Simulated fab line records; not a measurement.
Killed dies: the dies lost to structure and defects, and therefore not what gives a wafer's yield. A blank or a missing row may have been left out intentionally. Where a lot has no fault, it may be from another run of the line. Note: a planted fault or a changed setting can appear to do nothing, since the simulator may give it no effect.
Matching of chambers | flow nand harc | 4 sister chambers for NHARC_A_STAIRCASE_TRIM_196 on rie diel-11
The step chemistry O2, time 211.2 s. 4 wafers are shown with their chamber, then 11 later ones without.

WAFERS, EACH WITH ITS CHAMBER
wafer  | chamber | showerhead plenum p Torr (Torr)
L087.6 | 3       | 3.42
L086.2 | 2       | 3.40
L086.6 | 1       | 3.64
L091.2 | 0       | 3.27

WAFERS WITH NO CHAMBER GIVEN
wafer  | showerhead plenum p Torr (Torr)
L091.3 | 3.64
L091.6 | 3.64
L094.1 | 3.41
L094.2 | 3.39
L094.3 | 3.64
L095.2 | 3.64
L095.3 | 3.26
L095.6 | 3.26
L097.2 | 3.41
L097.4 | 3.63
L097.6 | 3.63

WHICH CHAMBER EACH ONE RAN IN
wafer  | from the rows above     | in truth
L091.3 | 1                       | 1
L091.6 | 1                       | 1
L094.1 | can't be placed: 3 or 2 | 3
L094.2 | 2                       | 2
L094.3 | 1                       | 1
L095.2 | 1                       | 1
L095.3 | 0                       | 0
L095.6 | 0                       | 0
L097.2 | can't be placed: 3 or 2 | 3
L097.4 | 1                       | 1
L097.6 | 1                       | 1
Correct placement for 9 of the 11. These rows do not allow placing 2 (true chamber among the candidates in 2). Number placed wrongly: 0.
How it was worked out, from the rows above alone: a wafer's distance from a chamber is the root of the sum, over the readings, of the square of ((its reading less the chamber's mean) divided by the reading's scatter). If the next closest chamber is less than 2 further off than the closest, the wafer can't be placed; otherwise it belongs to the closest. Each chamber's mean is taken over the wafers shown for it. The scatter: with one shown wafer a chamber, the root of the mean of the squares of how far each hidden wafer lies from its nearest shown one.
